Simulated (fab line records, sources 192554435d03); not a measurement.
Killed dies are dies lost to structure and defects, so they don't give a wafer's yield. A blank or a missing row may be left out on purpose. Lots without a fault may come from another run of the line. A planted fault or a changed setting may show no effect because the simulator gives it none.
Chamber matching | flow n5_finfet | N5_BEOL_M5_ETCH_62 on rie_diel-01: 4 sister chambers
The step etches SOC in N2/H2, target depth 75 nm, overetch 15 nm, time 112.5 s. 4 wafers are shown with their chamber, then 7 later ones without.

WAFERS WITH THEIR CHAMBER
wafer  | chamber | drypump_motor_current_A (A)
L089.5 | 2       | 5.68
L093.6 | 0       | 5.08
L094.1 | 3       | 5.67
L094.2 | 1       | 5.61

WAFERS WITHOUT THEIR CHAMBER
wafer  | drypump_motor_current_A (A)
L094.4 | 5.59
L095.2 | 5.65
L095.5 | 5.66
L095.6 | 5.61
L096.1 | 5.67
L096.2 | 5.05
L096.3 | 5.68

WHICH CHAMBER EACH WENT THROUGH
wafer  | from the rows above          | in truth
L094.4 | 1                            | 1
L095.2 | can't be placed: 3 or 2 or 1 | 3
L095.5 | can't be placed: 3 or 2      | 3
L095.6 | 1                            | 1
L096.1 | can't be placed: 3 or 2      | 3
L096.2 | 0                            | 0
L096.3 | can't be placed: 2 or 3      | 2
Placed correctly: 3 of 7. Can't be placed from these rows: 4 (the true chamber is among the candidates in 4). Placed wrongly: 0.
How it was worked out, from the rows above alone: a wafer's distance from a chamber is the root of the sum, over the readings, of the square of ((its reading less the chamber's mean) divided by the reading's scatter). The wafer belongs to the nearest chamber; if the next one is less than 2 further off, it can't be placed. A chamber's mean is the mean of its shown wafers. The scatter: with one shown wafer a chamber, the root of the mean of the squares of how far each hidden wafer lies from its nearest shown one.
